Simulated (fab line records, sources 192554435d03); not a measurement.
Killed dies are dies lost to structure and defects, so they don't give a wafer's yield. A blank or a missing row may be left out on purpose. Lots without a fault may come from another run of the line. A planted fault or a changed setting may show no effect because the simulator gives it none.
Split-lot experiment | flow n5_finfet | 7 lots, 21 wafers read, on a route of 1938 steps

THE SPLIT
At N5_BEOL_M0_TRENCH_ETCH_107 (etches SiOC in C4F6/O2, target depth 32.8 nm, time 16.4 s), the setting target_depth_a was moved away from the recipe's 328 angstrom on 8 of the 21 wafers read, by -8.0% to +11.2%. The other wafers ran this setting at the recipe's value.

FROM THE SPLIT TO THE READING: what the file shows between them, 1 step
- N5_BEOL_M0_STRIP_142: strips in N2/H2, time 10 s

THE READING
trench_depth_nm, in nm, at N5_BEOL_M0_OCD_MEAS_108. Fault-free wafers of this fab line usually give 32.7 nm, standard deviation 0.48 nm.

wafer  | tool, chamber at the split | target_depth_a as run, angstrom | against the recipe | trench_depth_nm, nm | against lot-mates on the recipe
L074.2 | rie_diel-04, 2             | 328                             | recipe             | 32.6                | -
L074.3 | rie_diel-04, 1             | 328                             | recipe             | 32.8                | -
L074.5 | rie_diel-04, 1             | 328                             | recipe             | 32.3                | -
L081.3 | rie_diel-04, 1,0           | 328                             | recipe             | 32.3                | -
L081.4 | rie_diel-04, 1,0           | 328                             | recipe             | 32.7                | -
L081.5 | rie_diel-04, 2             | 347.5                           | +5.9%              | 35.3                | +2.8
L084.1 | rie_diel-04, 1             | 328                             | recipe             | 32.3                | -
L084.4 | rie_diel-04, 0             | 364.7                           | +11.2%             | 37.0                | +4.7
L084.6 | rie_diel-04, 1             | 364.7                           | +11.2%             | 36.4                | +4.1
L088.2 | rie_diel-02, 0,2           | 338.3                           | +3.1%              | 34.0                | +1.4
L088.5 | rie_diel-02, 1             | 328                             | recipe             | 32.6                | -
L088.6 | rie_diel-02, 0,2           | 338.3                           | +3.1%              | 34.5                | +1.9
L089.2 | rie_diel-05, 2             | 328                             | recipe             | 31.9                | -
L089.5 | rie_diel-05, 3             | 328                             | recipe             | 33.2                | -
L089.6 | rie_diel-05, 0             | 358.9                           | +9.4%              | 36.1                | +3.6
L092.1 | rie_diel-04, 0,1           | 328                             | recipe             | 32.2                | -
L092.3 | rie_diel-04, 0,1           | 328                             | recipe             | 32.9                | -
L092.4 | rie_diel-04, 1             | 328                             | recipe             | 32.9                | -
L093.1 | rie_diel-05, 3             | 301.9                           | -8.0%              | 30.0                | -3.2
L093.5 | rie_diel-05, 1             | 328                             | recipe             | 33.2                | -
L093.6 | rie_diel-05, 2             | 301.9                           | -8.0%              | 30.1                | -3.1
Where a row lists several chambers, the file gives one row for several wafers and doesn't say which wafer went through which chamber.

THE FIT
A straight line over all 21 wafers: trench_depth_nm changes by +0.362 nm for each +1% of target_depth_a; r = +0.98; the points scatter about the line by 0.39 nm.
The same after taking each lot's own level away (the mean of its wafers on the recipe; 21 wafers): +0.399 nm for each +1%; r = +0.99; scatter 0.34 nm.
On that fit, the largest move of target_depth_a shifts the reading by 4.5 nm.
The lots' own levels span 32.30 to 33.20 nm, that is 1.9 times the standard deviation above.
So the lot-to-lot level changes the slope little: the two slopes agree.
Check: with one of the wafers moved furthest among these (+11.2%) left out of the fit, the line predicts +4.45 nm for it against its lot-mates. It came out at +4.7 nm against them.

OTHER SPLITS ON THESE WAFERS
These wafers also went through other splits before the reading. Each is held against what the fit with the lots' levels taken away leaves over:
other split on the same wafers         | wafers away from the commonest value | r with trench_depth_nm (lot level and that fit taken away)
N5_DUMMY_GATE_ETCH_31 target_depth_a   | 11                                   | -0.09
N5_SD_EPI_N_PEB_07 peb_time_s          | 10                                   | -0.17
N5_SD_EPI_N_ETCH_16 target_depth_a     | 5                                    | -0.10
N5_SD_EPI_P_ETCH_16 target_depth_a     | 5                                    | -0.13
N5_SD_EPI_P_EPI_21 temp_c              | 6                                    | +0.07
N5_MOL_CONTACT_COAG_VIA_ETCH_46 bias_w | 13                                   | -0.24
N5_MOL_CONTACT_COAG_COAT_64 spin_rpm   | 11                                   | -0.26
N5_BEOL_M0_SAQP_PECVD_00 time_s        | 6                                    | +0.00
N5_BEOL_M0_SAQP_PECVD_97 time_s        | 10                                   | -0.15

THE WHOLE CHAIN: every reading that the file lists as answering this split, in the file's order
step                       | what it does                                              | reading                                                                   | change (the file's fit)               | r (the file's)
N5_BEOL_M0_TRENCH_ETCH_107 | etches SiOC in C4F6/O2, target depth 32.8 nm, time 16.4 s | BEOL_M0.feature_depth_nm (the simulator's own value, which no gauge read) | +0.365 nm for each +1% of the setting | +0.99
N5_BEOL_M0_OCD_MEAS_108    |                                                           | trench_depth_nm                                                           | +0.401 nm for each +1% of the setting | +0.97

THE FILE'S OWN FIT
trench_depth_nm changes by +0.401 nm for each +1% of target_depth_a, r = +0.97.
